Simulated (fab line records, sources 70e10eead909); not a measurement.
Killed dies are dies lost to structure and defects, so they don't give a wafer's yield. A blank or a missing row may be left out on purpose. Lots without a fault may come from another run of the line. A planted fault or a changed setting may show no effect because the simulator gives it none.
Chamber matching | flow nand_harc | NHARC_P_GATE_DEP_103 on pecvd-02: 3 sister chambers
The step deposits SiON, target thk 30 nm. 6 wafers are shown with their chamber, then 8 later ones without.

WAFERS WITH THEIR CHAMBER
wafer  | chamber | heater_power_w (W)
L609.1 | 2       | 637
L609.6 | 2       | 622
L610.2 | 1       | 724
L610.4 | 0       | 809
L610.5 | 1       | 716
L611.1 | 0       | 846

WAFERS WITHOUT THEIR CHAMBER
wafer  | heater_power_w (W)
L611.4 | 841
L611.5 | 736
L620.2 | 913
L620.3 | 820
L620.6 | 920
L621.4 | 673
L621.5 | 756
L621.6 | 760

WHICH CHAMBER EACH WENT THROUGH
wafer  | from the rows above     | in truth
L611.4 | 0                       | 0
L611.5 | 1                       | 1
L620.2 | 0                       | 0
L620.3 | 0                       | 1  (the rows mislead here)
L620.6 | 0                       | 0
L621.4 | can't be placed: 2 or 1 | 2
L621.5 | 1                       | 1
L621.6 | can't be placed: 1 or 0 | 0
Placed correctly: 5 of 8. Can't be placed from these rows: 2 (the true chamber is among the candidates in 2). Placed wrongly: 1.
How it was worked out, from the rows above alone: a wafer's distance from a chamber is the root of the sum, over the readings, of the square of ((its reading less the chamber's mean) divided by the reading's scatter). The wafer belongs to the nearest chamber; if the next one is less than 2 further off, it can't be placed. A chamber's mean is the mean of its shown wafers. The scatter: the root of (the sum of the squares of (reading less its chamber's mean) over the shown wafers, divided by (wafers less chambers)).
